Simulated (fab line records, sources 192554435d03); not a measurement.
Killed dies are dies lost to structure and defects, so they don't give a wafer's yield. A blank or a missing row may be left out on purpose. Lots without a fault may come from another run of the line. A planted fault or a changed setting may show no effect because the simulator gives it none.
One fault seen from 3 desks | flow n5_finfet | each desk has only its own numbers; what lay behind them comes last

THE METROLOGY DESK
What the gauges read, lot by lot, whatever tool the lot ran on: means of the sampled wafers that have a number. A lot is out of limits, marked OUT, if its mean lies more than 4 standard deviations from the usual mean; the brackets give that distance. Of its 10 readings 7 are shown: those that lie furthest out on some lot.
Columns: A = DIBL_N at N5_BEOL_M4_RC_MEAS_101, usual 36.5 mV/V; B = DIBL_P at N5_BEOL_M4_RC_MEAS_101, usual 36.9 mV/V; C = IOFF_N at N5_BEOL_M4_RC_MEAS_101, usual 0.17 nA/um; D = IOFF_P at N5_BEOL_M4_RC_MEAS_101, usual 0.22 nA/um; E = ION_P at N5_BEOL_M4_RC_MEAS_101, usual 461 uA/um; F = SS_N at N5_BEOL_M4_RC_MEAS_101, usual 71.6 mV/dec; G = VT_P at N5_BEOL_M4_RC_MEAS_101, usual -250 mV
lot  | first seen here | A    | B    | C    | D    | E   | F    | G
L169 | day 9 15:00     | 36.3 | 35.8 | 0.15 | 0.21 | 453 | 71.6 | -251
L176 | day 11 12:47    | 36.8 | 38.9 | 0.19 | 0.23 | 464 | 71.3 | -249
L179 | day 12 01:53    | 36.8 | 37.3 | 0.17 | 0.22 | 464 | 71.6 | -250
L183 | day 13 02:46    | 36.8 | 38.7 | 0.18 | 0.26 | 466 | 71.7 | -247
L181 | day 13 03:30    | 37.9 | 39.3 | 0.19 | 0.24 | 464 | 72.3 | -250
L184 | day 13 09:13    | 36.1 | 36.7 | 0.16 | 0.19 | 456 | 70.8 | -252
L185 | day 13 09:28    | 35.5 | 35.8 | 0.15 | 0.18 | 449 | 71.6 | -252
L186 | day 14 03:44    | 37.9 | 37.7 | 0.23 | 0.31 | 482 | 71.8 | -240
L188 | day 14 05:49    | 37.1 | 37.9 | 0.16 | 0.22 | 462 | 71.3 | -251
L187 | day 14 06:13    | 37.0 | 35.8 | 0.14 | 0.20 | 448 | 71.5 | -252
L189 | day 15 04:48    | 41.2 | 43.5 | 0.26 | 0.31 | 464 | 72.8 | -245
This desk's finding: nothing out of limits on any of the 11 lots.

THE TOOL OWNER'S DESK: litho_track-05
The tool's own readings at N5_BEOL_M0_SAQP_COAT_72 (time 60 s, resist thk 15 nm): means of the sampled wafers that have a number, for each lot that ran on this tool. A lot is out of limits, marked OUT, if its mean lies more than 4 standard deviations from the usual mean; the brackets give that distance.
Columns: A = spin_speed_rpm at N5_BEOL_M0_SAQP_COAT_72, usual 1500.0 rpm
lot  | first seen here | A
L169 | day 6 22:29     | 1501.0
L176 | day 8 09:10     | 1440.8 (-59) OUT
L179 | day 9 03:26     | 1440.8 (-59) OUT
L189 | day 11 11:16    | 1499.0
This desk's finding: out of limits on L176, L179; first on L176, day 8 09:10 (spin_speed_rpm at N5_BEOL_M0_SAQP_COAT_72). In limits: L169, L189.

THE DEFECT DESK
What the inspections along the route counted, lot by lot: means of the sampled wafers that have a number. A lot is out of limits, marked OUT, if its mean lies more than 4 standard deviations from the usual mean; the brackets give that distance.
Columns: A = raw_defect_count at N5_BEOL_M0_SAQP_INSPECT_16, usual 508
lot  | first seen here | A
L169 | day 6 19:00     | 448
L176 | day 8 05:46     | 590
L179 | day 8 23:34     | 567
L181 | day 9 06:41     | 570
L183 | day 9 17:11     | 393
L184 | day 10 03:26    | 489
L185 | day 10 08:24    | 352
L186 | day 10 15:44    | 573
L187 | day 10 19:10    | 442
L188 | day 10 22:49    | 412
L189 | day 11 06:44    | 816
This desk's finding: nothing out of limits on any of the 11 lots.

PUT TOGETHER
The tool owner's desk could have raised an alarm at day 8 09:10, on L176, L179.
The metrology desk saw nothing out of limits.
The defect desk saw nothing out of limits.
The metrology desk has L176, L179 on record, within its limits.
The defect desk has L176, L179 on record, within its limits.
Of the lots named, all ran N5_BEOL_M0_SAQP_COAT_72 on litho_track-05.

WHAT THE SIMULATOR HAD PUT IN
Process parameter drift: litho_track-05, from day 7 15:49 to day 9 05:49, at N5_BEOL_M0_SAQP_COAT_72. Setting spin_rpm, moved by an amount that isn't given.
Lots struck among those shown: L176, L179.
Hours from the fault's start to each desk's first reading out of limits: the tool owner's desk, 17.
